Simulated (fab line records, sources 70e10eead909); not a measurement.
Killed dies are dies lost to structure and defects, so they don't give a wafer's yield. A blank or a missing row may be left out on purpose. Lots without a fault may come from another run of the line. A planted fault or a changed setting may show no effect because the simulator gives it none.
Which tool did it? | flow nand_harc | 11 lots, 33 wafers sampled, at 4 steps of a route of 1302

WHAT THE GAUGES READ, wafer by wafer
The record holds no reading of a measuring or inspecting step that can be judged against a usual standard deviation.

WHICH TOOL RAN EACH LOT (tool, then ch and the chambers of the sampled wafers, then the start)
lot  | NHARC_A_STAIRCASE_ETCH_188                    | NHARC_A_STAIRCASE_TRIM_191                    | NHARC_A_STAIRCASE_TRIM_198                    | NHARC_A_STAIRCASE_TRIM_200
L438 | rie_diel-11 ch 0,1, day 16 05:20 or earlier   | rie_diel-11 ch 0,1, day 16 05:20 or earlier   | rie_diel-05 ch 0,1, day 16 05:20 or earlier   | rie_diel-05 ch 0,3, day 16 05:20
L439 | rie_diel-04 ch 0,2,3, day 16 15:14 or earlier | rie_diel-04 ch 0,1,3, day 16 15:14 or earlier | rie_diel-05 ch 0,1,3, day 16 15:14 or earlier | rie_diel-05 ch 0,1,3, day 16 15:14
L441 | rie_diel-11 ch 0,3, day 17 07:44 or earlier   | rie_diel-11 ch 0,1,3, day 17 07:44 or earlier | rie_diel-04 ch 2,3, day 17 07:44 or earlier   | rie_diel-04 ch 1,2, day 17 07:44
L444 | rie_diel-05 ch 0,1,3, day 18 21:47 or earlier | rie_diel-05 ch 0,1,2, day 18 21:47 or earlier | rie_diel-04 ch 0,1,2, day 18 21:47 or earlier | rie_diel-04 ch 1,2,3, day 18 21:47
L445 | rie_diel-05 ch 0,2,3, day 19 04:08 or earlier | rie_diel-05 ch 0,2,3, day 19 04:08 or earlier | rie_diel-05 ch 0,3, day 19 04:08 or earlier   | rie_diel-05 ch 0,2,3, day 19 04:08
L446 | rie_diel-04 ch 1,3, day 19 15:34 or earlier   | rie_diel-04 ch 0,2, day 19 15:34 or earlier   | rie_diel-05 ch 0,1,3, day 19 15:34 or earlier | rie_diel-05 ch 2,3, day 19 15:34
L449 | rie_diel-05 ch 0,2,3, day 20 15:14 or earlier | rie_diel-05 ch 0,1, day 20 15:14 or earlier   | rie_diel-05 ch 0,1,3, day 20 15:14 or earlier | rie_diel-05 ch 0,2,3, day 20 15:14
L455 | rie_diel-04 ch 1,3, day 23 21:58 or earlier   | rie_diel-04 ch 0,1,2, day 23 21:58 or earlier | rie_diel-05 ch 1,2,3, day 23 21:58 or earlier | rie_diel-05 ch 0,2,3, day 23 21:58
L457 | rie_diel-11 ch 0,3, day 23 21:46 or earlier   | rie_diel-11 ch 2,3, day 23 21:46 or earlier   | rie_diel-11 ch 0,3, day 23 21:46 or earlier   | rie_diel-11 ch 0,1,2, day 23 21:46
L459 | rie_diel-05 ch 0,1,2, day 24 16:50 or earlier | rie_diel-05 ch 2,3, day 24 16:50 or earlier   | rie_diel-05 ch 0,2,3, day 24 16:50 or earlier | rie_diel-05 ch 0,1,2, day 24 16:50
L458 | rie_diel-04 ch 2,3, day 24 17:40 or earlier   | rie_diel-04 ch 0,1, day 24 17:40 or earlier   | rie_diel-11 ch 0,2,3, day 24 17:40 or earlier | rie_diel-11 ch 1,2,3, day 24 17:40
- NHARC_A_STAIRCASE_ETCH_188: etches the open film in C4F8/O2, target depth 100 nm, time 40.5 s.
- NHARC_A_STAIRCASE_TRIM_191: chemistry O2, time 211.2 s.
- NHARC_A_STAIRCASE_TRIM_198: chemistry O2, time 211.2 s.
- NHARC_A_STAIRCASE_TRIM_200: chemistry O2, time 211.2 s.

WHAT THE TOOLS THEMSELVES READ (means of the sampled wafers that have a number; where no wafer has one, the mark that the record gives instead)
NHARC_A_STAIRCASE_ETCH_188. Usual: oes_product_au 0.938 a.u., standard deviation 0.013; rf_vpp_V 894 V, standard deviation 5.8.
lot  | tool        | oes_product_au (a.u.) | rf_vpp_V (V) | flag
L438 | rie_diel-11 | 0.919                 | 893          |
L439 | rie_diel-04 | 0.944                 | 893          |
L441 | rie_diel-11 | 0.926                 | 901          |
L444 | rie_diel-05 | 0.941                 | 889          |
L445 | rie_diel-05 | 0.943                 | 893          |
L446 | rie_diel-04 | 0.932                 | 890          |
L449 | rie_diel-05 | 0.927                 | 892          |
L455 | rie_diel-04 | 0.944                 | 903          |
L457 | rie_diel-11 | 0.925                 | 901          |
L459 | rie_diel-05 | 0.932                 | 891          |
L458 | rie_diel-04 | 0.917                 | 897          |

NHARC_A_STAIRCASE_TRIM_191. Usual: drypump_motor_current_A 5.9 A, standard deviation 0.42; o2_flow_sccm 500.0 sccm, standard deviation 1.5; oes_product_au 0.999 a.u., standard deviation 0.01; rf_vpp_V 57.6 V, standard deviation 0.91; showerhead_plenum_p_Torr 3.46 Torr, standard deviation 0.14; throttle_valve_pct 17.036 %, standard deviation 0.0085.
lot  | tool        | drypump_motor_current_A (A) | o2_flow_sccm (sccm) | oes_product_au (a.u.) | rf_vpp_V (V) | showerhead_plenum_p_Torr (Torr) | throttle_valve_pct (%) | flag
L438 | rie_diel-11 | 5.9                         | 499.4               | 0.995                 | 58.2         | 3.45                            | 17.048                 |
L439 | rie_diel-04 | 6.0                         | 500.4               | 1.005                 | 57.9         | 3.48                            | 17.034                 |
L441 | rie_diel-11 | 5.8                         | 499.6               | 0.992                 | 58.6         | 3.56                            | 17.032                 |
L444 | rie_diel-05 | 6.1                         | 498.9               | 1.001                 | 57.4         | 3.43                            | 17.042                 |
L445 | rie_diel-05 | 6.3                         | 500.0               | 1.002                 | 57.1         | 3.41                            | 17.034                 |
L446 | rie_diel-04 | 6.3                         | 500.2               | 1.005                 | 57.9         | 3.53                            | 17.036                 |
L449 | rie_diel-05 | 5.8                         | 499.3               | 0.997                 | 58.6         | 3.35                            | 17.047                 |
L455 | rie_diel-04 | 6.0                         | 500.3               | 1.005                 | 57.4         | 3.51                            | 17.031                 |
L457 | rie_diel-11 | 5.5                         | 501.0               | 1.005                 | 58.2         | 3.44                            | 17.041                 |
L459 | rie_diel-05 | 5.9                         | 499.4               | 0.997                 | 57.6         | 3.39                            | 17.037                 |
L458 | rie_diel-04 | 6.0                         | 499.0               | 1.002                 | 57.2         | 3.53                            | 17.046                 |

NHARC_A_STAIRCASE_TRIM_198. Usual: drypump_motor_current_A 5.9 A, standard deviation 0.45; o2_flow_sccm 500.1 sccm, standard deviation 1.6; oes_product_au 0.998 a.u., standard deviation 0.011; rf_vpp_V 57.6 V, standard deviation 1; showerhead_plenum_p_Torr 3.45 Torr, standard deviation 0.14; throttle_valve_pct 17.036 %, standard deviation 0.0095.
lot  | tool        | drypump_motor_current_A (A) | o2_flow_sccm (sccm) | oes_product_au (a.u.) | rf_vpp_V (V) | showerhead_plenum_p_Torr (Torr) | throttle_valve_pct (%) | flag
L438 | rie_diel-05 | 6.3                         | 500.2               | 1.006                 | 56.6         | 3.35                            | 17.033                 |
L439 | rie_diel-05 | 5.9                         | 500.1               | 0.998                 | 57.5         | 3.35                            | 17.039                 |
L441 | rie_diel-04 | 5.6                         | 502.8               | 0.993                 | 57.6         | 3.40                            | 17.037                 |
L444 | rie_diel-04 | 6.0                         | 499.6               | 1.000                 | 57.9         | 3.53                            | 17.027                 |
L445 | rie_diel-05 | 6.1                         | 501.5               | 0.990                 | 57.5         | 3.33                            | 17.034                 |
L446 | rie_diel-05 | 5.9                         | 499.0               | 1.003                 | 57.4         | 3.34                            | 17.029                 |
L449 | rie_diel-05 | 5.9                         | 498.6               | 1.007                 | 57.5         | 3.34                            | 17.037                 |
L455 | rie_diel-05 | 5.7                         | 499.3               | 1.002                 | 58.2         | 3.41                            | 17.043                 |
L457 | rie_diel-11 | 6.0                         | 500.1               | 0.981                 | 58.0         | 3.55                            | 17.031                 |
L459 | rie_diel-05 | 6.2                         | 500.3               | 1.002                 | 57.5         | 3.39                            | 17.035                 |
L458 | rie_diel-11 | 5.7                         | 498.0               | 0.993                 | 57.4         | 3.50                            | 17.032                 |

NHARC_A_STAIRCASE_TRIM_200. Usual: drypump_motor_current_A 5.9 A, standard deviation 0.46; o2_flow_sccm 499.9 sccm, standard deviation 1.6; oes_product_au 0.999 a.u., standard deviation 0.01; rf_vpp_V 57.6 V, standard deviation 0.98; showerhead_plenum_p_Torr 3.45 Torr, standard deviation 0.14; throttle_valve_pct 17.036 %, standard deviation 0.0093.
lot  | tool        | drypump_motor_current_A (A) | o2_flow_sccm (sccm) | oes_product_au (a.u.) | rf_vpp_V (V) | showerhead_plenum_p_Torr (Torr) | throttle_valve_pct (%) | flag
L438 | rie_diel-05 | 6.4                         | 499.4               | 1.000                 | 56.8         | 3.33                            | 17.036                 |
L439 | rie_diel-05 | 5.9                         | 500.7               | 1.000                 | 57.5         | 3.35                            | 17.034                 |
L441 | rie_diel-04 | 5.7                         | 501.2               | 0.997                 | 57.6         | 3.52                            | 17.033                 |
L444 | rie_diel-04 | 5.6                         | 499.5               | 1.004                 | 57.1         | 3.43                            | 17.036                 |
L445 | rie_diel-05 | 6.2                         | 502.7               | 1.000                 | 57.6         | 3.41                            | 17.046                 |
L446 | rie_diel-05 | 6.1                         | 399.9               | 0.998                 | 58.3         | 3.03                            | 15.307                 | OFF
L449 | rie_diel-05 | 6.2                         | 398.3               | 1.009                 | 57.5         | 2.95                            | 15.301                 | OFF
L455 | rie_diel-05 | 6.2                         | 499.1               | 1.006                 | 57.5         | 3.39                            | 17.033                 |
L457 | rie_diel-11 | 5.9                         | 499.7               | 1.001                 | 57.4         | 3.38                            | 17.040                 |
L459 | rie_diel-05 | 6.1                         | 500.4               | 1.009                 | 57.8         | 3.40                            | 17.041                 |
L458 | rie_diel-11 | 5.6                         | 498.6               | 0.990                 | 58.4         | 3.48                            | 17.035                 |

THE ANSWER, worked out from the rows above alone
Rule: a lot is off if the mean of its wafers that have a number lies more than 3 standard deviations from the usual mean. A lot without any number at a reading at which 4 lots or more have one is off too. The other lots that the step has rows for count as sound. The gauges are gone through in route order, then the tools' own readings, and for those a lot's mean is taken as printed above. The first step at which some lot is off is used, and at that step the reading that is off furthest; a lot without a number counts as furthest.
Off: L446, L449, at NHARC_A_STAIRCASE_TRIM_200 (throttle_valve_pct).
A tool fits if, at that step or a process step before it, it ran every lot that is off, and no sound lot after the first of them. NHARC_A_STAIRCASE_ETCH_188 gives no start for some lots, so the hours and the order of its lots are those of NHARC_A_STAIRCASE_TRIM_200. NHARC_A_STAIRCASE_TRIM_191 gives no start for some lots, so the hours and the order of its lots are those of NHARC_A_STAIRCASE_TRIM_200. NHARC_A_STAIRCASE_TRIM_198 gives no start for some lots, so the hours and the order of its lots are those of NHARC_A_STAIRCASE_TRIM_200. None of those tried fits.

WHAT THE SIMULATOR HAD PUT IN
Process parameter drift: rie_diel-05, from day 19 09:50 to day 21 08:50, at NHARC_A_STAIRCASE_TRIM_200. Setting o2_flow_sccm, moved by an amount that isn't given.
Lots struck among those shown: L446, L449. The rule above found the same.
